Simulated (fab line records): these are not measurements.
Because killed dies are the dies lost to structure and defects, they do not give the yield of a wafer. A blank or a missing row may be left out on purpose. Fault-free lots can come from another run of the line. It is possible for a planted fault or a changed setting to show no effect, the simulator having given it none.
Matching of chambers + flow n5 finfet + 4 sister chambers for N5_SDB_DESCUM_16 on rie diel-01
The step chemistry O2, time 7.9 s. 8 wafers are shown with their chamber, then 8 later ones without.

== WAFERS PAIRED WITH THEIR CHAMBERS ==
| wafer  | chamber | showerhead plenum p Torr (Torr) | drypump motor current A (A) |
|--------|---------|---------------------------------|-----------------------------|
| L078.6 | 1       | 2.00                            | 5.62                        |
| L081.6 | 0       | 2.16                            | 5.32                        |
| L082.1 | 1       | 1.99                            | 5.64                        |
| L082.4 | 3       | 2.04                            | 5.25                        |
| L083.1 | 2       | 1.99                            | 5.78                        |
| L083.4 | 0       | 2.16                            | 5.33                        |
| L083.5 | 3       | 2.04                            | 5.25                        |
| L084.4 | 2       | 1.99                            | 5.76                        |

== WAFERS WITH NO CHAMBER GIVEN ==
| wafer  | showerhead plenum p Torr (Torr) | drypump motor current A (A) |
|--------|---------------------------------|-----------------------------|
| L084.5 | 2.16                            | 5.32                        |
| L084.6 | 2.03                            | 5.22                        |
| L087.2 | 2.16                            | 5.34                        |
| L087.3 | 1.99                            | 5.65                        |
| L087.4 | 2.03                            | 5.23                        |
| L096.2 | 2.03                            | 5.23                        |
| L096.3 | 2.15                            | 5.34                        |
| L096.5 | 2.15                            | 5.35                        |

== WHICH CHAMBER EACH ONE RAN IN ==
| wafer  | from the rows above | in truth |
|--------|---------------------|----------|
| L084.5 | 0                   | 0        |
| L084.6 | 3                   | 3        |
| L087.2 | 0                   | 0        |
| L087.3 | 1                   | 1        |
| L087.4 | 3                   | 3        |
| L096.2 | 3                   | 3        |
| L096.3 | 0                   | 0        |
| L096.5 | 0                   | 0        |
Correctly placed: 8 of 8. Number that these rows cannot place: 0. 0 placed wrongly.
How it was worked out, from the rows above alone: a wafer's distance from a chamber is the root of the sum, over the readings, of the square of ((its reading less the chamber's mean) divided by the reading's scatter). The wafer belongs to the nearest chamber; if the next one is less than 2 further off, it can't be placed. For every chamber, the mean is computed from those of its wafers that are shown. The scatter is the square root of a quotient: the sum, over the shown wafers, of each reading's squared deviation from its chamber's mean, divided by wafers minus chambers.
